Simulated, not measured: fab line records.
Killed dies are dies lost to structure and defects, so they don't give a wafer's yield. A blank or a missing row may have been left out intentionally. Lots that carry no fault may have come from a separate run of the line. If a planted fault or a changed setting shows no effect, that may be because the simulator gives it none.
fab line records	flow nand_harc	part 1 of 2: steps 1 to 4 of 6
[record] lots = 23	wafers = 69	last_day = 32
route steps=1302 shown P_BONDPAD@367 A_CHANNEL_HOLE_D1@468 A_CHANNEL_FILL_D1@494
lots that met no fault: taken from a fault-free run of the same line
start_h: start of the lot's first displayed wafer, in hours after the record's first day	wait_h: hours since the lot's step before	" same as the row above	L1.1+2: a row that stands for several wafers	- value missing, or start not given	* or withheld: withheld	< > ~ a bound
route shown NAME@n: names a module that has steps shown in the file, with the first one's number in the route	usual: mean and standard deviation over wafers with no fault	same: alike in all rows	chamber/n: place in a boat	sites: readings site by site	_std_site: standard deviation of those values	_edge_site: outer sites' mean less inner sites'	radius_mm: how far each site lies from the wafer's centre	mask NAME#n: copy n	behind: the most recent tool/chamber to have shaped the wafer	hold: why the lot went on hold/how many hours it stayed there/how the hold came to an end	device: whichever transistor did not switch (one of n, p or np)	end of line: the route-end tests of the same wafers	for a step that has no rows: nothing shown but its recipe	killed: dies that structure and defects cost at the first sort, which is not the same as the wafer's yield	map: the dies of a wafer, with x for killed, . for not killed, _ for no die there
set.NAME: the setting that was run; set.NAME@STEP: the one run at that earlier step	model.NAME: the simulator's own value behind a step, which no gauge read
a sample of lots followed through the steps of the route, with each step as a table and each wafer as a row
services: the hour from which a tool's chamber was out of use, counted from the record's first day as start_h (under 0 if before that day), plus the number of hours and why
[[steps]]
[step NHARC_P_BONDPAD_DESCUM_11]
[recipe] time_s = 3	o2_flow_sccm = 200	ar_flow_sccm = 0	bias_power_w = 0	chemistry = O2
[usual] drypump_motor_current_A = 5.7/0.48	o2_flow_sccm = 200.1/0.57	oes_product_au = 1.000/0.0087	rf_vpp_V = 57.6/0.88	showerhead_plenum_p_Torr = 1.87/0.076	throttle_valve_pct = 11.313/0.0094
[same] time_s = 3
lot.wafer	tool	chamber	start_h	wait_h	drypump_motor_current_A	o2_flow_sccm	oes_product_au	rf_hours_counter_h	rf_vpp_V	showerhead_plenum_p_Torr	throttle_valve_pct
L074.1	rie_diel-05	3	137.24	-	5.1	201.2	1.002	4.2	56.6	1.92	11.310
L074.3	"	1	"	"	6.0	199.7	1.002	3.4	57.1	1.86	11.299
L074.5	"	0	"	"	5.0	200.1	1.012	-	56.4	1.83	11.303
L075.1	rie_diel-01	2	140.20	-	5.8	200.0	1.004	3.0	58.8	2.04	11.301
L075.3	"	3	"	"	6.2	200.4	0.996	3.5	55.8	1.80	11.294
L075.4	"	1	"	"	5.1	200.1	0.993	2.8	57.0	1.79	11.302
L076.1	rie_diel-05	1	150.87	-	6.0	200.1	1.002	3.7	56.9	1.86	11.331
L076.4	"	3	"	"	5.1	198.9	1.005	4.5	59.1	1.92	11.309
L076.6	"	0	"	"	5.0	199.6	1.014	-	57.3	1.83	11.300
L077.3	rie_diel-01	3	168.68	-	6.1	200.0	0.999	4.1	58.0	1.80	11.319
L077.5	"	2	"	"	5.8	200.4	0.996	-	56.1	2.04	11.309
L077.6	"	3	"	"	6.1	200.0	0.986	-	56.8	1.80	11.311
L078.3	rie_diel-05	1	173.72	-	6.0	200.3	0.999	4.5	58.0	1.86	11.312
L078.4	"	2	"	"	5.7	200.2	1.013	4.5	59.6	1.83	11.306
L078.6	"	2	"	"	5.8	199.7	1.015	-	57.8	1.83	11.325
L079.4	rie_diel-01	0	178.91	-	5.2	200.2	0.998	4.1	57.1	1.85	11.322
L079.1	"	1	"	"	5.1	199.6	0.990	3.7	57.2	1.79	11.299
L079.5	"	2	"	"	5.8	200.4	0.994	-	59.7	2.04	11.316
L080.4	rie_diel-01	3	195.09	-	6.1	199.4	0.989	4.7	56.4	1.80	11.322
L080.2	"	2	"	"	5.8	200.1	1.005	4.3	59.5	2.04	11.325
L080.6	"	3	"	"	6.2	200.6	0.991	-	57.2	1.80	11.302
L081.4	rie_diel-07	2	205.65	-	6.4	199.4	1.008	4.6	57.8	1.98	11.318
L081.3	"	3	"	"	5.8	200.5	1.006	3.4	57.1	1.87	11.312
L081.5	"	1	"	"	6.4	198.7	1.003	-	55.9	1.86	11.310
L082.3	rie_diel-01	3	218.40	-	6.1	199.8	0.992	0	57.8	1.80	11.328
L082.5	"	2	"	"	5.8	199.5	1.004	-	58.0	2.04	11.316
L082.6	"	3	"	"	6.1	200.5	0.989	-	56.8	1.80	11.307
L083.2	rie_diel-01	1	223.84	-	5.1	200.0	0.995	0.1	57.2	1.79	11.319
L083.3	"	3	"	"	6.1	200.1	0.998	0.1	56.9	1.80	11.318
L083.1	"	0	"	"	5.2	199.7	1.011	0.1	57.7	1.85	11.290
L084.3	rie_diel-07	0	236.72	-	5.8	200.9	0.990	8.6	58.0	1.86	11.316
L084.2	"	1	"	"	6.4	200.9	0.994	7.2	57.7	1.86	11.326
L084.6	"	3	"	"	5.8	200.6	1.001	-	57.8	1.87	11.311
L085.4	rie_diel-01	0	253.95	-	5.2	200.3	1.012	1.3	56.6	1.85	11.318
L085.6	"	2	"	"	5.9	200.4	1.005	-	58.6	2.04	11.312
L085.5	"	3	"	"	6.1	199.1	0.991	-	58.9	1.80	11.303
L086.2	rie_diel-07	1	257.35	-	6.4	200.2	0.995	8.7	57.8	1.86	11.296
L086.5	"	3	"	"	5.8	200.9	1.002	-	58.7	1.87	11.297
L086.6	"	0	"	"	5.8	198.8	0.984	-	57.0	1.86	11.308
L087.2	rie_diel-01	3	263.85	-	6.1	200.9	0.998	1.5	57.5	1.80	11.323
L087.3	"	0	"	"	5.2	200.9	1.011	1.7	57.1	1.85	11.319
L087.6	"	3	"	"	6.1	200.0	0.998	-	57.8	1.80	11.328
L088.3	rie_diel-07	2	280.82	-	6.4	199.9	0.990	9.1	57.1	1.98	11.317
L088.4	"	1	"	"	6.4	198.7	0.999	-	58.3	1.86	11.313
L088.6	"	3	"	"	5.8	201.0	1.001	-	58.3	1.87	11.326
L089.3	rie_diel-05	0	281.31	-	5.1	199.5	0.999	1.9	57.7	1.83	11.323
L089.4	"	2	"	"	5.8	199.5	1.013	1.7	57.5	1.83	11.322
L089.5	"	3	"	"	5.1	199.5	1.001	-	57.7	1.92	11.296
L090.3	rie_diel-01	0	300.91	-	5.2	199.9	0.999	3.1	57.6	1.85	11.305
L090.2	"	3	"	"	6.1	201.1	0.999	2.7	57.2	1.80	11.308
L090.6	"	0	"	"	5.2	200.3	1.001	-	57.7	1.85	11.310
L091.1	rie_diel-01	0	303.84	-	5.2	199.0	1.014	3.2	57.4	1.85	11.313
L091.4	"	0	"	"	5.2	200.4	1.005	-	56.7	1.85	11.312
L091.6	"	0	"	"	5.2	200.5	1.008	-	58.2	1.85	11.316
L092.4	rie_diel-07	0	313.66	-	5.8	199.8	0.991	0.2	58.0	1.86	11.300
L092.3	"	2	"	"	6.4	199.9	1.000	0.1	56.8	1.98	11.298
L092.5	"	1	"	"	6.3	199.6	1.004	-	58.2	1.86	11.311
L093.4	rie_diel-05	2	325.83	-	5.8	199.2	1.005	4.2	57.2	1.83	11.318
L093.2	"	0	"	"	5.0	200.2	1.005	3.9	56.7	1.82	11.317
L093.3	"	1	"	"	6.0	199.7	1.000	3.7	57.6	1.85	11.310
L094.6	rie_diel-07	2	343.19	-	6.4	200.2	1.008	-	59.7	1.98	11.312
L094.4	"	0	"	"	5.8	200.1	1.002	-	55.8	1.86	11.301
L094.5	"	1	"	"	6.3	199.9	1.003	-	56.4	1.86	11.316
L095.4	rie_diel-05	3	355.23	-	5.1	200.1	0.980	6.3	56.7	1.92	11.310
L095.2	"	2	"	"	5.8	199.5	0.989	6.0	57.7	1.83	11.305
L095.5	"	0	"	"	5.1	199.7	0.987	-	56.1	1.83	11.322
L096.4	rie_diel-07	2	357.64	-	6.5	199.8	1.014	3.9	57.3	1.98	11.311
L096.1	"	0	"	"	5.8	199.5	1.000	4.3	56.7	1.86	11.302
L096.5	"	1	"	"	6.4	200.9	0.996	-	58.4	1.86	11.316
[step NHARC_A_CHANNEL_HOLE_D1_ETCH_34]
[recipe] target_depth_a = 1540	time_s = 77	cf4_flow_sccm = 100	chf3_flow_sccm = 30	ar_flow_sccm = 0	rf_w = 500	bias_w = 200	chemistry = CF4/CHF3
[usual] drypump_motor_current_A = 5.7/0.39	oes_product_au = 0.939/0.021	rf_vpp_V = 370.7/2.5	showerhead_plenum_p_Torr = 1.58/0.07	throttle_valve_pct = 16.803/0.0088
[same] time_s = 77
lot.wafer	tool	chamber	start_h	wait_h	drypump_motor_current_A	oes_product_au	rf_hours_counter_h	rf_vpp_V	showerhead_plenum_p_Torr	throttle_valve_pct
L074.3	rie_diel-10	3	-	-	5.6	0.921	8	367.7	1.47	16.802
L074.1	"	1	"	"	5.3	0.943	9	374.8	1.67	16.813
L074.5	"	3	"	"	5.6	0.930	-	368.0	1.47	16.813
L075.1	rie_diel-12	3	-	-	5.9	0.969	23	373.1	1.65	16.818
L075.3	"	2	"	"	5.3	0.979	24	367.6	1.52	16.797
L075.4	"	3	"	"	5.9	0.972	-	373.2	1.65	16.789
L076.1	rie_diel-10	3	-	-	5.6	0.934	10	368.2	1.47	16.803
L076.4	"	0	"	"	5.7	0.934	10	368.5	1.55	16.819
L076.6	"	0	"	"	5.7	0.912	-	369.1	1.55	16.812
L077.3	rie_diel-10	1	-	-	5.3	0.925	11	373.6	1.67	16.807
L077.6	"	1	"	"	5.3	0.923	-	374.2	1.67	16.804
L077.5	"	2	"	"	5.8	0.928	-	372.2	1.60	16.796
L078.3	rie_diel-10	2	-	-	5.7	0.937	12	372.0	1.60	16.818
L078.4	"	1	"	"	5.3	0.931	12	373.3	1.67	16.810
L078.6	"	2	"	"	5.7	0.924	-	372.7	1.60	16.800
L079.1	rie_diel-10	0	-	-	5.6	0.927	12	369.2	1.55	16.788
L079.4	"	3	"	"	5.6	0.914	12	367.1	1.47	16.802
L079.5	"	0	"	"	5.6	0.922	-	371.0	1.55	16.802
L080.2	rie_diel-10	2	-	-	5.8	0.930	14	370.9	1.60	16.802
L080.4	"	3	"	"	5.6	0.936	14	366.2	1.47	16.810
L080.6	"	2	"	"	5.8	0.919	-	369.9	1.60	16.806
L081.3	rie_diel-12	2	-	-	5.3	0.940	49	368.9	1.52	16.816
L081.5	"	3	"	"	5.9	0.941	-	372.1	1.65	16.798
L081.4	"	1	"	"	6.7	0.925	-	371.9	1.63	16.803
L083.2	rie_diel-10	1	-	-	5.3	0.974	0	374.5	1.67	16.799
L083.3	"	2	"	"	5.8	0.955	0	371.7	1.60	16.800
L083.1	"	3	"	"	5.6	0.971	1	366.9	1.47	16.809
L082.3	rie_diel-02	1	-	-	5.0	0.929	12	372.1	1.59	16.797
L082.5	"	3	"	"	5.6	0.961	-	371.3	1.64	16.805
L082.6	"	0	"	"	6.7	0.932	-	372.5	1.63	16.798
L084.2	rie_diel-10	3	-	-	5.6	0.949	2	366.2	1.47	16.800
L084.3	"	0	"	"	5.6	0.903	2	370.2	1.54	16.796
L084.6	"	3	"	"	5.6	0.931	-	366.4	1.47	16.795
L085.4	rie_diel-10	0	-	-	5.7	0.972	3	371.0	1.54	16.801
L085.5	"	0	"	"	5.6	0.972	-	371.4	1.54	16.807
L085.6	"	1	"	"	5.3	0.984	-	374.3	1.67	16.795
L086.2	rie_diel-02	0	-	-	6.7	0.954	29	374.4	1.63	16.793
L086.5	"	0	"	"	6.6	0.970	-	372.8	1.63	16.790
L086.6	"	1	"	"	5.0	0.966	-	372.9	1.58	16.783
L087.3	rie_diel-10	3	-	-	5.6	0.935	4	368.0	1.47	16.810
L087.2	"	0	"	"	5.6	0.923	5	369.9	1.54	16.810
L087.6	"	3	"	"	5.7	0.948	-	365.1	1.47	16.806
L089.4	rie_diel-02	1	-	-	5.1	0.926	37	371.6	1.58	16.783
L089.3	"	2	"	"	5.5	0.918	35	372.3	1.59	16.801
L089.5	"	0	"	"	6.7	0.917	-	372.7	1.63	16.792
L088.3	rie_diel-10	0	-	-	5.7	0.946	6	369.1	1.54	16.801
L088.4	"	1	"	"	5.3	0.958	6	373.6	1.67	16.800
L088.6	"	0	"	"	5.7	0.935	-	370.5	1.54	16.800
L091.4	rie_diel-10	3	-	-	5.6	0.943	7	367.4	1.47	16.809
L091.1	"	1	"	"	5.3	0.927	7	374.0	1.67	16.798
L091.6	"	0	"	"	5.6	0.914	-	368.4	1.54	16.819
L090.2	rie_diel-12	2	-	-	5.3	0.963	17	367.8	1.51	16.815
L090.3	"	3	"	"	5.9	0.982	16	373.0	1.64	16.799
L090.6	"	1	"	"	6.7	0.973	-	373.0	1.63	16.807
L092.4	rie_diel-12	0	-	-	5.8	0.980	21	367.2	1.47	16.807
L092.3	"	1	"	"	6.7	0.962	21	372.5	1.63	16.795
L092.5	"	3	"	"	5.9	0.967	-	373.4	1.64	16.794
L093.2	rie_diel-10	1	-	-	5.3	0.929	9	373.8	1.67	16.786
L093.3	"	2	"	"	5.8	0.921	8	371.9	1.60	16.806
L093.4	"	3	"	"	5.6	0.940	8	368.5	1.47	16.810
L094.4	rie_diel-02	0	-	-	6.7	0.920	52	371.3	1.62	16.804
L094.5	"	1	"	"	5.1	0.919	-	369.9	1.57	16.807
L094.6	"	2	"	"	5.5	0.905	-	371.4	1.58	16.801
L095.2	rie_diel-10	3	-	-	5.6	0.934	11	366.9	1.47	16.792
L095.4	"	1	"	"	5.3	0.928	12	373.6	1.67	16.806
L095.5	"	0	"	"	5.7	0.915	-	369.1	1.54	16.798
L096.1	rie_diel-10	1	-	-	5.3	0.951	13	374.3	1.67	16.810
L096.4	"	2	"	"	5.8	0.969	11	370.3	1.60	16.803
L096.5	"	0	"	"	5.7	0.944	-	370.2	1.54	16.808
[step NHARC_A_CHANNEL_HOLE_D1_CD_MEAS_18]
[usual] cd_nm = 98.8/2.5
lot.wafer	tool	chamber	start_h	wait_h	cd_nm
L074.1	cd_sem-03	-	181.00	-	96.7
L074.3	"	-	"	"	95.5
L074.5	"	-	"	"	96.3
L075.1	cd_sem-03	-	181.73	-	101.4
L075.3	"	-	"	"	100.9
L075.4	"	-	"	"	102.9
L076.1	cd_sem-01	-	202.61	-	100.4
L076.4	"	-	"	"	98.7
L076.6	"	-	"	"	100.0
L077.3	cd_sem-02	-	218.75	-	102.6
L077.5	"	-	"	"	96.4
L077.6	"	-	"	"	98.5
L078.3	cd_sem-03	-	219.44	-	98.5
L078.4	"	-	"	"	95.4
L078.6	"	-	"	"	95.7
L079.1	cd_sem-02	-	222.31	-	101.7
L079.4	"	-	"	"	100.2
L079.5	"	-	"	"	96.1
L080.2	cd_sem-02	-	239.91	-	102.6
L080.4	"	-	"	"	100.7
L080.6	"	-	"	"	98.7
L081.3	cd_sem-01	-	251.81	-	99.9
L081.4	"	-	"	"	103.5
L081.5	"	-	"	"	100.1
L083.1	cd_sem-03	-	266.50	-	103.7
L083.2	"	-	"	"	100.4
L083.3	"	-	"	"	96.6
L082.3	cd_sem-02	-	267.06	-	100.2
L082.5	"	-	"	"	102.0
L082.6	"	-	"	"	101.8
L084.2	cd_sem-01	-	279.26	-	99.5
L084.3	"	-	"	"	93.3
L084.6	"	-	"	"	100.7
L085.4	cd_sem-03	-	299.70	-	103.0
L085.5	"	-	"	"	99.4
L085.6	"	-	"	"	95.6
L086.2	cd_sem-03	-	306.19	-	101.9
L086.5	"	-	"	"	100.9
L086.6	"	-	"	"	98.9
L087.2	cd_sem-01	-	311.45	-	100.2
L087.3	"	-	"	"	93.6
L087.6	"	-	"	"	100.4
L089.3	cd_sem-01	-	326.66	-	103.8
L089.4	"	-	"	"	96.8
L089.5	"	-	"	"	98.9
L088.3	cd_sem-03	-	327.52	-	97.8
L088.4	"	-	"	"	95.7
L088.6	"	-	"	"	95.8
L091.1	cd_sem-02	-	345.34	-	101.6
L091.4	"	-	"	"	99.6
L091.6	"	-	"	"	98.0
L090.2	cd_sem-01	-	345.49	-	97.4
L090.3	"	-	"	"	100.4
L090.6	"	-	"	"	97.5
L092.3	cd_sem-03	-	359.42	-	100.7
L092.4	"	-	"	"	101.1
L092.5	"	-	"	"	100.7
L093.2	cd_sem-01	-	368.19	-	99.2
L093.3	"	-	"	"	94.8
L093.4	"	-	"	"	96.2
L094.4	cd_sem-02	-	387.44	-	97.8
L094.5	"	-	"	"	100.3
L094.6	"	-	"	"	101.8
L095.2	cd_sem-02	-	400.06	-	98.8
L095.4	"	-	"	"	94.3
L095.5	"	-	"	"	94.4
L096.1	cd_sem-01	-	401.41	-	97.3
L096.4	"	-	"	"	97.5
L096.5	"	-	"	"	96.4
[step NHARC_A_CHANNEL_HOLE_D1_ETCH_21]
[recipe] bias_v = 3000	source_w = withheld	pressure_mtorr = 20	time_s = 514.3	ar_flow_sccm = 375	c4f8_flow_sccm = 89.3	o2_flow_sccm = 35.7	temp_c = -20	target_depth_a = 16000	chemistry = C4F8/O2/Ar
[usual] drypump_motor_current_A = 5.8/0.37	o2_flow_sccm = 35.71/0.1	showerhead_plenum_p_Torr = 3.66/0.097	throttle_valve_pct = 32.155/0.0089
[same] time_s = 514.3
lot.wafer	tool	chamber	start_h	wait_h	drypump_motor_current_A	o2_flow_sccm	rf_hours_counter_h	showerhead_plenum_p_Torr	throttle_valve_pct
L074.1	har_etch-01	1	184.33	0.3	6.2	35.84	89	3.73	32.163
L074.3	"	1	"	"	6.2	35.72	-	3.73	32.165
L074.5	"	1	"	"	6.2	35.75	-	3.73	32.157
L075.1	har_etch-01	0	188.46	0.3	5.4	35.87	93	3.73	32.157
L075.4	"	0	"	"	5.3	35.82	-	3.73	32.159
L075.3	"	1	"	"	6.2	35.87	-	3.73	32.169
L076.1	har_etch-01	0	203.10	0.3	5.3	35.60	100	3.73	32.157
L076.4	"	0	"	"	5.3	35.58	-	3.73	32.166
L076.6	"	0	"	"	5.4	35.64	-	3.73	32.142
L077.3	har_etch-01	0	222.52	0.3	5.3	35.49	-	3.72	32.158
L077.5	"	1	"	"	6.2	35.73	-	3.72	32.137
L077.6	"	0	"	"	5.3	35.67	-	3.72	32.147
L078.3	har_etch-02	0	224.12	0.3	5.9	35.68	-	3.52	32.154
L078.4	"	1	"	"	5.6	35.63	-	3.62	32.160
L078.6	"	1	"	"	5.6	35.66	-	3.62	32.168
L079.1	har_etch-01	1	226.44	0.3	6.2	35.98	119	3.71	32.143
L079.4	"	0	"	"	5.4	35.45	-	3.71	32.139
L079.5	"	1	"	"	6.2	35.80	-	3.71	32.159
L080.2	har_etch-02	0	240.48	0.3	5.9	35.69	328	3.51	32.144
L080.4	"	0	"	"	5.9	35.84	-	3.51	32.154
L080.6	"	1	"	"	5.6	35.65	-	3.62	32.159
L081.4	har_etch-01	1	252.45	0.3	6.2	35.72	-	3.71	32.140
L081.3	"	0	"	"	5.3	35.71	-	3.71	32.152
L081.5	"	1	"	"	6.3	35.80	-	3.71	32.154
L083.1	har_etch-01	1	267.00	0.3	6.2	35.83	142	3.70	32.163
L083.2	"	0	"	"	5.4	35.58	142	3.70	32.157
L083.3	"	0	"	"	5.3	35.67	-	3.70	32.147
L082.3	har_etch-02	0	267.70	0.3	5.9	35.73	-	3.50	32.154
L082.6	"	0	"	"	5.9	35.72	-	3.50	32.156
L082.5	"	1	"	"	5.6	35.76	-	3.61	32.137
L084.2	har_etch-01	1	279.75	0.3	6.3	35.68	150	3.70	32.164
L084.3	"	0	"	"	5.3	35.50	-	3.70	32.151
L084.6	"	0	"	"	5.4	35.48	-	3.70	32.152
L085.4	har_etch-02	0	303.55	0.3	5.8	35.67	-	3.50	32.136
L085.5	"	1	"	"	5.6	35.77	-	3.60	32.151
L085.6	"	0	"	"	5.8	35.66	-	3.50	32.164
L086.2	har_etch-01	0	306.69	0.3	5.4	35.66	161	3.69	32.150
L086.6	"	0	"	"	5.3	35.75	-	3.69	32.154
L086.5	"	1	"	"	6.2	35.81	-	3.69	32.152
L087.2	har_etch-02	0	312.02	0.3	5.9	35.56	362	3.49	32.154
L087.3	"	0	"	"	5.9	35.64	-	3.49	32.159
L087.6	"	1	"	"	5.6	35.75	-	3.60	32.145
L089.4	har_etch-01	0	327.73	0.3	5.4	35.64	-	3.69	32.152
L089.3	"	1	"	"	6.3	35.67	-	3.69	32.152
L089.5	"	0	"	"	5.3	35.88	-	3.69	32.151
L088.4	har_etch-02	0	328.26	0.3	5.8	35.90	-	3.49	32.154
L088.3	"	1	"	"	5.6	35.47	-	3.59	32.164
L088.6	"	1	"	"	5.6	35.68	-	3.59	32.153
L091.1	har_etch-01	1	345.91	0.3	6.2	35.72	184	3.68	32.150
L091.4	"	0	"	"	5.3	35.65	-	3.68	32.170
L091.6	"	0	"	"	5.3	35.81	-	3.68	32.175
L090.2	har_etch-02	1	346.06	0.3	5.6	35.86	370	3.59	32.153
L090.3	"	1	"	"	5.6	35.68	-	3.58	32.169
L090.6	"	0	"	"	5.9	35.64	-	3.48	32.162
L092.4	har_etch-01	1	360.07	0.3	6.3	35.85	-	3.67	32.144
L092.3	"	0	"	"	5.3	35.66	-	3.67	32.161
L092.5	"	1	"	"	6.3	35.89	-	3.67	32.163
L093.2	har_etch-02	0	368.76	0.3	5.9	35.78	400	3.47	32.155
L093.4	"	1	"	"	5.6	35.77	-	3.58	32.152
L093.3	"	0	"	"	5.9	35.76	-	3.47	32.149
L094.4	har_etch-01	0	390.04	0.3	5.3	35.68	-	3.66	32.150
L094.5	"	0	"	"	5.3	35.78	-	3.66	32.159
L094.6	"	1	"	"	6.3	35.57	-	3.66	32.141
L095.2	har_etch-01	1	402.01	0.3	6.2	35.66	226	3.66	32.143
L095.4	"	1	"	"	6.2	35.58	-	3.66	32.147
L095.5	"	0	"	"	5.3	35.74	-	3.66	32.153
L096.1	har_etch-02	1	404.41	0.3	5.6	35.74	8	3.93	32.174
L096.4	"	1	"	"	5.6	35.74	-	3.93	32.173
L096.5	"	1	"	"	5.6	35.70	-	3.93	32.168
